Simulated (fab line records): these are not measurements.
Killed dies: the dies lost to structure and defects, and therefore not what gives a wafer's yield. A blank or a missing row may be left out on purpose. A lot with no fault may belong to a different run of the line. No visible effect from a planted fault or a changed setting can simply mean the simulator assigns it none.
Problem report in the 8D (eight disciplines) form, filled by code | flow nand harc | the parts of the form that need people (team, actions taken, sign-off) are left out

1. WHAT WENT WRONG
raw defect count at NHARC_P_ZERO_WELL_INSPECT_43 reads a mean of 301 on 6 wafers of 2 lots; wafers without a fault read 12 with a standard deviation of 5.5. Relative to the usual mean, that is a shift of +53 standard deviations.
First seen on wafer L143.1, day 6 07:36, on defect inspect-02. Wafers with a number at this step in the record: 42, from 14 lots. Rule for "out", or "out of limits": more than 4 standard deviations from the usual mean. The rest of the wafers with a number are treated as sound.

2. WHAT IT IS, AND WHAT IT ISN'T
question                    | is                                   | is not
which readings at this step | raw defect count                     | -
which lots                  | L143, L144                           | L133, L134, L135, L136, L141, L148, L149, L152, L153, L154, L155, L156
which wafers of those lots  | all that have a number               | -
read on which gauges        | defect inspect-01, defect inspect-02 | -
when                        | from day 6 07:36                     | up to then (15 sound wafers); but 21 sound wafers of L148, L149, L152, L153, L154, L155, L156 came after

3. WHAT RULES OUT EACH SUSPECT
Counting: a tool at a process step up to the reading stays a suspect if it ran every lot that is out and no sound lot after the first of them.
- the gauge at NHARC_P_ZERO_WELL_INSPECT_43 has been ruled out. The wafers that are out were read on 2 gauges (defect inspect-01, defect inspect-02).
- pecvd-02 at NHARC_P_ZERO_WELL_PECVD_02 (deposits SiO2, target thk 10 nm): ruled out as a lasting fault. After its first lot that is out, L143 (day 6 00:27), sound lots L153, L156 ran on it.
Left after counting: nothing in the record.

4. THE CAUSE (what the simulator had put in)
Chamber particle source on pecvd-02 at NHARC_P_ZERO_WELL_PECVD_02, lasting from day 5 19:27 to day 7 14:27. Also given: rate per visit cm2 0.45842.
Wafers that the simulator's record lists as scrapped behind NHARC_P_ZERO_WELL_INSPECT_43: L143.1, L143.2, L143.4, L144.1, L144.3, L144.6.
It was ruled out by counting, in error; the rule expects a fault to strike all lots run on its tool from its start on, and this fault did not.

5. SEQUENCE OF EFFECTS, ordered by route
Each row: a reading whose mean over the struck wafers that have a number lies more than 3 standard deviations from the usual. Readings are gone through only where the record gives a usual standard deviation; hours: the median, over the lots, of the time from a lot's start at the first step in this table giving one to that lot's start at this step; sigmas: the change measured in usual standard deviations.
hours | step                         | reading          | usual | on struck wafers | change | sigmas
0     | NHARC_P_ZERO_WELL_INSPECT_43 | raw defect count | 12    | 301              | +289   | +53

6. WHAT WOULD HAVE CAUGHT IT SOONER
Counted from the fault's start at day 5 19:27, it took 12 hours until the first out-of-limits reading at a measuring or inspecting step in this record, taken at day 6 07:36.
